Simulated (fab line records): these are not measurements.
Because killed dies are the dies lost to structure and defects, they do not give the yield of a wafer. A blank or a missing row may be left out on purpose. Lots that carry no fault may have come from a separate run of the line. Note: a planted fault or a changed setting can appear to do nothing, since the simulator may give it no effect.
fab line records	flow n5_finfet
record: lots: 7	wafers: 21
route steps=1938 shown BEOL_M0_SAQP@646 BEOL_M1@783 BEOL_M2@887 BEOL_M3@957
start_h: the number of hours between the record's first day and the start of the first shown wafer of the lot	wait_h: hours elapsed since this lot's preceding step	" as in the row above	L1.1+2: a row that stands for several wafers	- value missing, or start not given	* or withheld: withheld	< > ~ a bound
route shown NAME@n: a module of which the file shows steps, and the number in the route of the first	usual: mean/standard deviation taken from wafers without a fault	same: alike in all rows	chamber/n: place in a boat	sites: each site's reading	_std_site: standard deviation of those values	_edge_site: inner sites' mean taken away from outer sites' mean	radius_mm: how far each site lies from the wafer's centre	mask NAME#n: copy n	behind: the last tool/chamber to shape the wafer	hold: what put the lot on hold/how long, in hours/how the hold closed	device: whichever transistor did not switch (one of n, p or np)	end of line: tests run on the same wafers once the route is complete	a step with no rows: only its recipe	killed: dies lost to structure and defects at the first sort, not the wafer's yield	map: per-die view of a wafer (x killed, . not killed, _ where there is no die)
set.NAME: setting as actually run; set.NAME@STEP: the setting as run at that earlier step	model.NAME: the simulator's own value behind a step, which no gauge read
one table per step and one row per wafer, for lots whose settings were changed on purpose
== steps ==
step: N5_BEOL_M0_SAQP_EXPOSE_11
recipe: mask_id: M0_CORE	na: 1.35	source_shape: dipole	sigma_inner: 0.538	sigma_outer: 0.738	polarization: te	target_cd_nm: 42	dose_mj: 55
lot.wafer	tool	chamber	start_h	wait_h	mask	set.dose_mj
L078.2+5	arfi_scanner-03	0	130.64	-	M0_CORE#0	57.53
L078.4	"	0	"	"	M0_CORE#0	55
L087.2+6	arfi_scanner-03	0	183.82	-	M0_CORE#0	55
L087.5	"	0	"	"	M0_CORE#0	51.36
L088.1+6	arfi_scanner-03	0	188.54	-	M0_CORE#0	53.04
L088.2	"	0	"	"	M0_CORE#0	55
L090.2+3+5	arfi_scanner-02	0	201.78	-	M0_CORE#0	55
L095.2+3+5	arfi_scanner-01	0	232.27	-	M0_CORE#0	55
L096.1+2	arfi_scanner-02	0	240.25	-	M0_CORE#0	57.29
L096.6	"	0	"	"	M0_CORE#0	55
L097.3+5	arfi_scanner-02	0	243.10	-	M0_CORE#0	51.64
L097.4	"	0	"	"	M0_CORE#0	55
step: N5_BEOL_M0_SAQP_PEB_12
recipe: peb_temp_c: withheld	peb_time_s: 60	resist: CAR-ArF
step: N5_BEOL_M0_SAQP_DEVELOP_13
recipe: develop_time_s: 30	developer: TMAH	resist: CAR-ArF	dev_temp_c: 23	rinse_liquid: diw	dry: air_spin
step: N5_BEOL_M0_SAQP_CD_MEAS_14
recipe: target_cd_nm: 42.5	landing_energy_ev: 500	detector: se_inlens
usual: cd_nm: 42.4/0.39
lot.wafer	tool	chamber	start_h	wait_h	set.dose_mj@BEOL_M0_SAQP_EXPOSE_11	cd_nm
L078.2	cd_sem-01	0	130.76	-	57.53	41.7
L078.4	"	0	"	"	55	42.4
L078.5	"	0	"	"	57.53	41.6
L087.2	cd_sem-02	0	183.94	-	55	42.2
L087.5	"	0	"	"	51.36	44.3
L087.6	"	0	"	"	55	43.2
L088.1	cd_sem-02	0	188.67	-	53.04	43.7
L088.2	"	0	"	"	55	42.2
L088.6	"	0	"	"	53.04	43.8
L090.2	cd_sem-01	0	201.90	-	55	42.8
L090.3	"	0	"	"	55	42.8
L090.5	"	0	"	"	55	42.0
L095.2	cd_sem-02	0	232.40	-	55	41.6
L095.3	"	0	"	"	55	42.4
L095.5	"	0	"	"	55	42.2
L096.1	cd_sem-02	0	240.37	-	57.29	40.6
L096.2	"	0	"	"	57.29	40.9
L096.6	"	0	"	"	55	42.2
L097.3	cd_sem-01	0	243.21	-	51.64	44.2
L097.4	"	0	"	"	55	42.6
L097.5	"	0	"	"	51.64	44.6
step: N5_BEOL_M0_SAQP_ETCH_84
recipe: chemistry: N2/H2	target: SOC	target_depth_a: 1000	overetch_a: 200	mask_material: SiARC	temp_c: 40	time_s: 150	ion_energy_ev: 200	pressure_mtorr: 30	source_w: 840	bias_w: 150	n2_flow_sccm: 200	h2_flow_sccm: 200
step: N5_BEOL_M0_SAQP_STRIP_80
recipe: chemistry: N2/H2	temp_c: 40	n2_flow_sccm: 200	h2_flow_sccm: 200	rf_frequency_hz: 6e+07
step: N5_BEOL_M0_SAQP_HM_OPEN_112
recipe: chemistry: CHF3/O2	target: SiO2	stop_on: a-Si	target_depth_a: 120	over_etch_frac: 1.25	mask_material: SOC	time_s: 13.5	pressure_mtorr: 30	source_w: 650	bias_w: 170	Ar_flow_sccm: 200	CHF3_flow_sccm: 50	O2_flow_sccm: 5	ion_energy_ev: 200	ends: end_point
lot.wafer	tool	chamber	start_h	wait_h	set.time_s@BEOL_M0_SAQP_HM_DEP_111	model.etch.depth_nm
L078.2	rie_diel-05	2	131.05	0.0	7.2	11.79
L078.4	"	3	"	"	7.2	12.02
L078.5	"	0	"	"	6.74	11.13
L087.2	rie_diel-04	0	184.22	0.0	7.2	12.03
L087.5	"	0	"	"	7.2	12.3
L087.6	"	1	"	"	7.2	12.08
L088.1	rie_diel-05	0	189.11	0.0	7.2	12.14
L088.2	"	1	"	"	7.2	11.98
L088.6	"	0	"	"	7.2	12.2
L090.2+5	rie_diel-05	1,2	202.18	0.0	7.2	11.9
L090.3	"	0	"	"	7.2	11.74
L095.2	rie_diel-05	0	232.77	0.0	7.2	11.81
L095.3	"	2	"	"	7.2	12.03
L095.5	"	3	"	"	6.841	11.44
L096.1	rie_diel-05	3	241.23	0.0	6.689	11.3
L096.2	"	1	"	"	7.2	12.19
L096.6	"	2	"	"	6.689	11.28
L097.3	rie_diel-05	0	243.49	0.0	7.2	11.77
L097.4	"	1	"	"	7.2	11.9
L097.5	"	0	"	"	7.2	11.98
step: N5_BEOL_M0_SAQP_STRIP_113
recipe: chemistry: CHF3/O2	resist: SiARC	rf_frequency_hz: 6e+07
step: N5_BEOL_M0_SAQP_MANDREL_ETCH_20
recipe: target_depth_a: 600	chemistry: HBr/Cl2	target: a-Si	stop_on: SiNx	bt_time_s: 10	mask_material: SOC	over_etch_frac: 0.5	time_s: 30	pressure_mtorr: 10	icp_w: 800	bias_w: 75	HBr_flow_sccm: 150	Cl2_flow_sccm: 80	ends: end_point
step: N5_BEOL_M0_SAQP_STRIP_86
recipe: chemistry: N2/H2	power_w: 500	temp_c: 40	pressure_mtorr: 50	rf_frequency_hz: 6e+07	overash_fraction: 0.3	bias_power_w: 28	h2_frac: 0.5	n2_flow_sccm: 300	h2_flow_sccm: 300
step: N5_BEOL_M0_SAQP_STRIP_115
recipe: chemistry: post_etch_residue_remover	time_s: 60	temp_c: 25	remover_ph: withheld	remover_water_wt_pct: withheld	remover_fluoride_wt_pct: withheld
lot.wafer	tool	chamber	start_h	wait_h	set.time_s@BEOL_M0_SAQP_HM_DEP_111	model.SiO2_of_BEOL_M0_SAQP_HM_DEP_111.thk_nm
L078.2	wet_bench-04	3	131.30	-	7.2	11.6
L078.4	"	0	"	"	7.2	12
L078.5	"	2	"	"	6.74	11
L087.2+6	wet_bench-06	5,7	184.47	-	7.2	12
L087.5	"	6	"	"	7.2	12.2
L088.1+6	wet_bench-02	2,1	189.47	-	7.2	12
L088.2	"	3	"	"	7.2	11.8
L090.2+5	wet_bench-04	3,7	202.43	-	7.2	11.8
L090.3	"	1	"	"	7.2	11.6
L095.2	wet_bench-06	7	233.01	-	7.2	11.8
L095.3	"	6	"	"	7.2	12
L095.5	"	5	"	"	6.841	11.4
L096.1+6	wet_bench-06	4,2	241.49	-	6.689	11.2
L096.2	"	7	"	"	7.2	12
L097.3	wet_bench-06	7	243.74	-	7.2	11.6
L097.4+5	"	6,2	"	"	7.2	11.8
step: N5_BEOL_M0_SAQP_SPACER1_ALD_98
recipe: material: SiO2	target_thk_a: 128	temp_c: 300	ald_precursor_family: BDEAS	ald_co_reactant: O2-plasma	pulse_time_s: 1	purge_time_s: 2	co_reactant_purge_time_s: 2	ald_cycles: 138	pressure_torr: 2
lot.wafer	tool	chamber	start_h	wait_h	set.ald_cycles	model.SiO2_of_BEOL_M0_SAQP_SPACER1_ALD_98.thk_nm
L078.2+5	ald_sin-03	0,3	132.02	0.5	138	12.8
L078.4	"	1	"	"	154	14.2
L087.2	ald_sin-03	1	185.55	0.6	156	14.4
L087.5	"	1	"	"	138	12.6
L087.6	"	0	"	"	138	12.8
L088.1+2	ald_sin-03	2,0	190.46	0.8	138	12.8
L088.6	"	3	"	"	138	12.6
L090.2+3+5	ald_sin-04	2,0,1	202.88	0.3	138	12.8
L095.2+3	ald_sin-03	3,0	233.95	0.7	121	11.2
L095.5	"	2	"	"	138	12.8
L096.1+2	ald_sin-03	1,0	242.10	0.4	138	12.8
L096.6	"	1	"	"	120	11.2
L097.3+4	ald_sin-02	0,1	244.42	0.4	138	12.8
L097.5	"	3	"	"	160	14.8
step: N5_BEOL_M0_SAQP_SPACER1_ETCHBACK_99
recipe: chemistry: CHF3/O2	mode: anisotropic_etchback	target: SiO2	target_depth_a: 154	time_s: 7.7	pressure_mtorr: 30	source_w: 650	bias_w: 170	Ar_flow_sccm: 200	CHF3_flow_sccm: 50	O2_flow_sccm: 5	ion_energy_ev: 200
step: N5_BEOL_M0_SAQP_MANDREL1_REMOVE_100
recipe: chemistry: HBr/Cl2/O2	bt_time_s: 10	target: a-Si	stop_on: SiNx	endpoint: OES-SiCl	over_etch_frac: 0.85	icp_w: 600	bias_w: 30	HBr_flow_sccm: 150	Cl2_flow_sccm: 80	O2_flow_sccm: 5	pressure_mtorr: 10
lot.wafer	tool	chamber	start_h	wait_h	set.ald_cycles@BEOL_M0_SAQP_SPACER1_ALD_98	model.BEOL_M0_SAQP.cd_nm	model.SiO2_of_BEOL_M0_SAQP_SPACER1_ALD_98.thk_nm
L078.2	rie_si-06	2	132.58	0.1	138	12.8	7.4
L078.4	"	3	"	"	154	14.4	8.8
L078.5	"	2	"	"	138	12.6	7.4
L087.2	rie_si-03	0	186.14	0.1	156	14.4	9
L087.5+6	"	1,2	"	"	138	12.8	7.4
L088.1	rie_si-02	3	191.17	0.1	138	12.8	7.4
L088.2	"	1	"	"	138	13	7.4
L088.6	"	1	"	"	138	12.8	7.2
L090.2+3+5	rie_si-03	1,3,2	203.45	0.1	138	12.8	7.4
L095.2+3	rie_si-03	1,2	234.51	0.1	121	11.2	5.8
L095.5	"	1	"	"	138	12.8	7.4
L096.1	rie_si-02	3	242.66	0.1	138	12.8	7.4
L096.2	"	0	"	"	138	13	7.4
L096.6	"	3	"	"	120	11.2	5.8
L097.3+4	rie_si-03	3,2	244.98	0.1	138	12.8	7.4
L097.5	"	0	"	"	160	15	9.4
step: N5_BEOL_M0_SAQP_CD_MEAS_25
recipe: target_cd_nm: 13.1	landing_energy_ev: 1000	detector: se_inlens
usual: cd_nm: 12.83/0.23
lot.wafer	tool	chamber	start_h	wait_h	set.ald_cycles@BEOL_M0_SAQP_SPACER1_ALD_98	cd_nm
L078.2	cd_sem-02	0	132.69	0.1	138	12.70
L078.4	"	0	"	"	154	14.58
L078.5	"	0	"	"	138	12.78
L087.2	cd_sem-01	0	186.25	0.1	156	14.35
L087.5	"	0	"	"	138	12.39
L087.6	"	0	"	"	138	12.74
L088.1	cd_sem-01	0	191.28	0.1	138	12.55
L088.2	"	0	"	"	138	13.28
L088.6	"	0	"	"	138	12.62
L090.2	cd_sem-01	0	203.56	0.1	138	12.91
L090.3	"	0	"	"	138	12.74
L090.5	"	0	"	"	138	12.79
L095.2	cd_sem-01	0	234.63	0.1	121	11.05
L095.3	"	0	"	"	121	10.75
L095.5	"	0	"	"	138	12.81
L096.1	cd_sem-01	0	242.78	0.1	138	13.10
L096.2	"	0	"	"	138	13.27
L096.6	"	0	"	"	120	11.40
L097.3	cd_sem-01	0	245.10	0.1	138	13.00
L097.4	"	0	"	"	138	12.86
L097.5	"	0	"	"	160	14.85
step: N5_BEOL_M1_EXPOSE_25
recipe: mask_id: V0	na: 0.33	source_shape: quasar	sigma_inner: 0.2	sigma_outer: 0.8	polarization: unpolarized	defocus_nm: 5	target_cd_nm: 24	dose_mj: 63
lot.wafer	tool	chamber	start_h	wait_h	mask	set.dose_mj
L078.2+4	euv_scanner-01	0	142.30	-	V0#0	66.71
L078.5	"	0	"	"	V0#0	63
L087.2	euv_scanner-01	0	199.18	-	V0#0	64.64
L087.5+6	"	0	"	"	V0#0	63
L088.1+2+6	euv_scanner-01	0	204.84	-	V0#0	64.57
L090.2+3+5	euv_scanner-02	0	214.79	-	V0#0	63
L095.2+3+5	euv_scanner-02	0	244.47	-	V0#0	63
L096.1+6	euv_scanner-02	0	253.77	-	V0#0	59.77
L096.2	"	0	"	"	V0#0	63
L097.3+5	euv_scanner-02	0	258.35	-	V0#0	60.26
L097.4	"	0	"	"	V0#0	63
step: N5_BEOL_M1_PEB_26
recipe: peb_temp_c: 100	peb_time_s: 60	resist: CAR-EUV
step: N5_BEOL_M1_DEVELOP_27
recipe: develop_time_s: 30	developer: TMAH	resist: CAR-EUV	rinse_liquid: surfactant_rinse	dry: air_spin	dev_temp_c: 23
step: N5_BEOL_M1_STRIP_71
recipe: chemistry: N2/H2	temp_c: 40	n2_flow_sccm: 200	h2_flow_sccm: 200	rf_frequency_hz: 6e+07
step: N5_BEOL_M1_STRIP_78
recipe: chemistry: N2/H2	temp_c: 40	n2_flow_sccm: 200	h2_flow_sccm: 200	rf_frequency_hz: 6e+07
step: N5_BEOL_M1_VIA_ETCH_34
recipe: chemistry: C4F6/O2	target_depth_a: 678	mask_material: SOC	pressure_mtorr: 15	ion_energy_ev: 250	taper_deg: 4	time_s: 64.4	source_w: 350	bias_w: 170	Ar_flow_sccm: 300	C4F6_flow_sccm: 10	O2_flow_sccm: 10
lot.wafer	tool	chamber	start_h	wait_h	set.dose_mj@BEOL_M1_EXPOSE_25	model.BEOL_M1.cd_nm
L078.2+4	rie_diel-03	0,1	143.07	0.0	66.71	18.8
L078.5	"	1	"	"	63	17.8
L087.2	rie_diel-05	1	200.52	0.0	64.64	18.8
L087.5	"	2	"	"	63	18
L087.6	"	1	"	"	63	17.8
L088.1+2	rie_diel-03	0,3	207.00	0.0	64.57	18.8
L088.6	"	3	"	"	64.57	19
L090.2	rie_diel-04	0	223.03	0.0	63	18
L090.3+5	"	2,0	"	"	63	17.8
L095.2+3+5	rie_diel-04	2,3,3	247.13	0.0	63	17.4
L096.1	rie_diel-04	2	260.01	0.0	59.77	17
L096.2	"	1	"	"	63	17.8
L096.6	"	3	"	"	59.77	16.8
L097.3+5	rie_diel-04	3,1	261.66	0.0	60.26	16.8
L097.4	"	3	"	"	63	17.6
step: N5_BEOL_M2_VIA_ETCH_34
recipe: chemistry: C4F6/O2	target_depth_a: 694	mask_material: SOC	pressure_mtorr: 15	ion_energy_ev: 250	taper_deg: 4	time_s: 65.9	source_w: 350	bias_w: 170	Ar_flow_sccm: 300	C4F6_flow_sccm: 10	O2_flow_sccm: 10
lot.wafer	tool	chamber	start_h	wait_h	set.time_s	model.etch.depth_nm	model.SOC_of_BEOL_M2_COAT_67.thk_nm
L078.2	rie_diel-01	0	152.53	0.0	56.7	58.8	53.2
L078.4	"	0	"	"	65.9	66.82	52.2
L078.5	"	1	"	"	56.7	59.17	53.2
L087.2	rie_diel-01	2	210.53	0.0	65.9	69.13	52.2
L087.5	"	3	"	"	65.9	69.39	52
L087.6	"	2	"	"	65.9	69.28	52.2
L088.1	rie_diel-02	3	226.50	0.0	65.9	71.05	51.8
L088.2	"	1	"	"	65.9	68.59	51.8
L088.6	"	1	"	"	65.9	68.86	52
L090.2	rie_diel-02	1	232.90	0.0	65.9	67.97	51.8
L090.3	"	2	"	"	65.9	69.7	52
L090.5	"	2	"	"	65.9	70.88	51.8
L095.2	rie_diel-01	2	261.64	0.0	71.73	74.59	51.4
L095.3	"	0	"	"	71.73	75.2	51.4
L095.5	"	0	"	"	65.9	68.66	52
L096.1	rie_diel-06	3	267.94	0.0	78.44	86.33	49.8
L096.2	"	1	"	"	65.9	72.54	51.2
L096.6	"	1	"	"	78.44	87.04	49.6
L097.3	rie_diel-01	2	271.50	0.0	72.97	76.46	51.4
L097.4	"	1	"	"	72.97	76.97	50.8
L097.5	"	2	"	"	72.97	75.8	51.2
step: N5_BEOL_M3_COAT_67
recipe: resist: SOC	temp_c: 250	time_s: 60	spin_rpm: 1500	resist_thk_nm: 60
lot.wafer	tool	chamber	start_h	wait_h	set.spin_rpm	model.SOC_of_BEOL_M3_COAT_67.thk_nm
L078.2+4	litho_track-05	0	158.98	0.0	1500	60.2
L078.5	"	0	"	"	1353	63.4
L087.2	litho_track-05	0	219.07	0.0	1381	63.2
L087.5	"	0	"	"	1500	60.8
L087.6	"	0	"	"	1500	60.6
L088.1	litho_track-03	0	232.54	0.0	1423	61.6
L088.2	"	0	"	"	1423	61.8
L088.6	"	0	"	"	1500	60
L090.2+5	litho_track-01	0	238.38	0.0	1500	59.8
L090.3	"	0	"	"	1500	60
L095.2	litho_track-01	0	268.56	0.0	1500	60.4
L095.3	"	0	"	"	1548	59.2
L095.5	"	0	"	"	1500	60.2
L096.1+2	litho_track-03	0	275.98	0.0	1500	60
L096.6	"	0	"	"	1500	60.2
L097.3+4+5	litho_track-01	0	278.10	0.0	1500	59.8
step: N5_BEOL_M3_EXPOSE_25
recipe: mask_id: V2	na: 0.33	source_shape: quasar	sigma_inner: 0.2	sigma_outer: 0.8	polarization: unpolarized	defocus_nm: 5	dose_mj: 63
lot.wafer	tool	chamber	start_h	wait_h	mask	set.dose_mj
L078.2+5	euv_scanner-02	0	160.10	-	V2#0	63
L078.4	"	0	"	"	V2#0	59.16
L087.2+5+6	euv_scanner-01	0	219.22	-	V2#0	63
L088.1+6	euv_scanner-01	0	232.67	-	V2#0	67.39
L088.2	"	0	"	"	V2#0	63
L090.2+3+5	euv_scanner-01	0	238.53	-	V2#0	63
L095.2+5	euv_scanner-01	0	268.85	-	V2#0	63
L095.3	"	0	"	"	V2#0	64.36
L096.1+2	euv_scanner-01	0	276.12	-	V2#0	64.38
L096.6	"	0	"	"	V2#0	63
L097.3+4+5	euv_scanner-02	0	278.38	-	V2#0	63
step: N5_BEOL_M3_PEB_26
recipe: peb_temp_c: 100	peb_time_s: 60	resist: CAR-EUV
step: N5_BEOL_M3_DEVELOP_27
recipe: develop_time_s: 30	developer: TMAH	resist: CAR-EUV	rinse_liquid: surfactant_rinse	dry: air_spin	dev_temp_c: 23
step: N5_BEOL_M3_CD_MEAS_28
recipe: target_cd_nm: 25.7	landing_energy_ev: 500	detector: se_inlens	target_cd_y_nm: 23.3	polarity: opening
usual: cd_nm: 25.75/0.25
lot.wafer	tool	chamber	start_h	wait_h	set.dose_mj@BEOL_M3_EXPOSE_25	cd_nm
L078.2	cd_sem-02	0	160.24	-	63	25.93
L078.4	"	0	"	"	59.16	24.81
L078.5	"	0	"	"	63	25.57
L087.2	cd_sem-02	0	219.35	-	63	25.85
L087.5	"	0	"	"	63	25.56
L087.6	"	0	"	"	63	25.92
L088.1	cd_sem-02	0	232.82	-	67.39	27.03
L088.2	"	0	"	"	63	25.60
L088.6	"	0	"	"	67.39	26.74
L090.2	cd_sem-02	0	238.67	-	63	25.67
L090.3	"	0	"	"	63	25.38
L090.5	"	0	"	"	63	25.50
L095.2	cd_sem-01	0	268.99	-	63	25.69
L095.3	"	0	"	"	64.36	26.34
L095.5	"	0	"	"	63	25.55
L096.1	cd_sem-02	0	276.26	-	64.38	26.35
L096.2	"	0	"	"	64.38	26.46
L096.6	"	0	"	"	63	25.76
L097.3	cd_sem-02	0	278.51	-	63	25.96
L097.4	"	0	"	"	63	26.02
L097.5	"	0	"	"	63	25.55
step: N5_BEOL_M3_ALD_98
recipe: material: SiO2	target_thk_a: 25	temp_c: 100	ald_precursor_family: BDEAS	ald_co_reactant: O2-plasma	pulse_time_s: 1	co_reactant_pulse_time_s: 1	purge_time_s: 2	co_reactant_purge_time_s: 2	ald_cycles: 17	pressure_torr: 2
step: N5_BEOL_M3_ETCHBACK_99
recipe: chemistry: CHF3	target: SiO2	target_depth_a: 50	time_s: 10.4	source_w: 215	bias_w: 47	Ar_flow_sccm: 200	CHF3_flow_sccm: 12	ion_energy_ev: 100	pressure_mtorr: 30
step: N5_BEOL_M3_ETCH_70
recipe: chemistry: N2/H2	target: SOC	target_depth_a: 800	overetch_a: 160	mask_material: SiARC	temp_c: 40	time_s: 120	ion_energy_ev: 200	pressure_mtorr: 30	source_w: 840	bias_w: 150	n2_flow_sccm: 200	h2_flow_sccm: 200
lot.wafer	tool	chamber	start_h	wait_h	set.spin_rpm@BEOL_M3_COAT_67	model.etch.depth_nm
L078.2	rie_diel-03	2	168.22	0.0	1500	60.25
L078.4	"	3	"	"	1500	60.2
L078.5	"	2	"	"	1353	63.43
L087.2	rie_diel-04	1	226.35	0.0	1381	63.21
L087.5	"	0	"	"	1500	60.72
L087.6	"	1	"	"	1500	60.67
L088.1	rie_diel-04	0	233.45	0.0	1423	61.53
L088.2	"	3	"	"	1423	61.72
L088.6	"	2	"	"	1500	60
L090.2	rie_diel-03	2	239.09	0.0	1500	59.84
L090.3	"	3	"	"	1500	59.93
L090.5	"	3	"	"	1500	59.7
L095.2	rie_diel-03	1	271.87	0.0	1500	60.4
L095.3	"	3	"	"	1548	59.3
L095.5	"	0	"	"	1500	60.14
L096.1	rie_diel-05	3	281.35	0.0	1500	60.09
L096.2	"	0	"	"	1500	59.98
L096.6	"	0	"	"	1500	60.13
L097.3	rie_diel-03	3	281.52	0.0	1500	59.72
L097.4	"	1	"	"	1500	59.75
L097.5	"	3	"	"	1500	59.74
step: N5_BEOL_M3_STRIP_71
recipe: chemistry: N2/H2	temp_c: 40	n2_flow_sccm: 200	h2_flow_sccm: 200	rf_frequency_hz: 6e+07
step: N5_BEOL_M3_STRIP_78
recipe: chemistry: N2/H2	temp_c: 40	n2_flow_sccm: 200	h2_flow_sccm: 200	rf_frequency_hz: 6e+07
step: N5_BEOL_M3_VIA_ETCH_34
recipe: chemistry: C4F6/O2	target_depth_a: 694	mask_material: SOC	pressure_mtorr: 15	ion_energy_ev: 250	taper_deg: 4	time_s: 65.9	source_w: 350	bias_w: 170	Ar_flow_sccm: 300	C4F6_flow_sccm: 10	O2_flow_sccm: 10
lot.wafer	tool	chamber	start_h	wait_h	set.spin_rpm@BEOL_M3_COAT_67	model.SOC_of_BEOL_M3_COAT_67.thk_nm
L078.2+4	rie_diel-03	2,3	168.32	0.0	1500	52
L078.5	"	2	"	"	1353	55.4
L087.2	rie_diel-04	1	226.46	0.0	1381	55.2
L087.5+6	"	0,1	"	"	1500	52.6
L088.1	rie_diel-04	0	233.55	0.0	1423	53.4
L088.2	"	3	"	"	1423	53.6
L088.6	"	2	"	"	1500	52.2
L090.2	rie_diel-03	2	239.19	0.0	1500	51.8
L090.3	"	3	"	"	1500	51.6
L090.5	"	3	"	"	1500	51.2
L095.2	rie_diel-03	1	271.97	0.0	1500	52.4
L095.3	"	3	"	"	1548	51
L095.5	"	0	"	"	1500	52
L096.1	rie_diel-05	3	281.45	0.0	1500	52
L096.2+6	"	0	"	"	1500	51.8
L097.3+5	rie_diel-03	3	281.62	0.0	1500	51.4
L097.4	"	1	"	"	1500	51.6
== key ==
split: step: N5_BEOL_M0_SAQP_EXPOSE_11	setting: dose_mj	stated: 55	by: wafer
response: step: N5_BEOL_M0_SAQP_CD_MEAS_14	reading: cd_nm	change: -0.28	per: 1%	r: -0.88
split: step: N5_BEOL_M0_SAQP_SPACER1_ALD_98	setting: ald_cycles	stated: 138	by: wafer
response: step: N5_BEOL_M0_SAQP_SPACER1_ALD_98	reading: model.SiO2_of_BEOL_M0_SAQP_SPACER1_ALD_98.thk_nm	change: +0.126	per: 1%	r: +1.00
response: step: N5_BEOL_M0_SAQP_MANDREL1_REMOVE_100	reading: model.BEOL_M0_SAQP.cd_nm	change: +0.133	per: 1%	r: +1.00
response: step: N5_BEOL_M0_SAQP_MANDREL1_REMOVE_100	reading: model.SiO2_of_BEOL_M0_SAQP_SPACER1_ALD_98.thk_nm	change: +0.124	per: 1%	r: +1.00
response: step: N5_BEOL_M0_SAQP_CD_MEAS_25	reading: cd_nm	change: +0.139	per: 1%	r: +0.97
split: step: N5_BEOL_M1_EXPOSE_25	setting: dose_mj	stated: 63	by: wafer
response: step: N5_BEOL_M1_VIA_ETCH_34	reading: model.BEOL_M1.cd_nm	change: +0.188	per: 1%	r: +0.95
split: step: N5_BEOL_M2_VIA_ETCH_34	setting: time_s	stated: 65.9	by: wafer
response: step: N5_BEOL_M2_VIA_ETCH_34	reading: model.etch.depth_nm	change: +0.683	per: 1%	r: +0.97
response: step: N5_BEOL_M2_VIA_ETCH_34	reading: model.SOC_of_BEOL_M2_COAT_67.thk_nm	change: -0.0753	per: 1%	r: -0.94
split: step: N5_BEOL_M3_COAT_67	setting: spin_rpm	stated: 1500	by: wafer
response: step: N5_BEOL_M3_COAT_67	reading: model.SOC_of_BEOL_M3_COAT_67.thk_nm	change: -0.324	per: 1%	r: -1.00
response: step: N5_BEOL_M3_ETCH_70	reading: model.etch.depth_nm	change: -0.321	per: 1%	r: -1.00
response: step: N5_BEOL_M3_VIA_ETCH_34	reading: model.SOC_of_BEOL_M3_COAT_67.thk_nm	change: -0.33	per: 1%	r: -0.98
split: step: N5_BEOL_M3_EXPOSE_25	setting: dose_mj	stated: 63	by: wafer
response: step: N5_BEOL_M3_CD_MEAS_28	reading: cd_nm	change: +0.186	per: 1%	r: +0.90
split outside_this_file step=N5_BEOL_M0_SAQP_HM_DEP_111 setting=time_s
split outside_this_file: this setting was split too, and the file shows its column; the key of that split is in another file
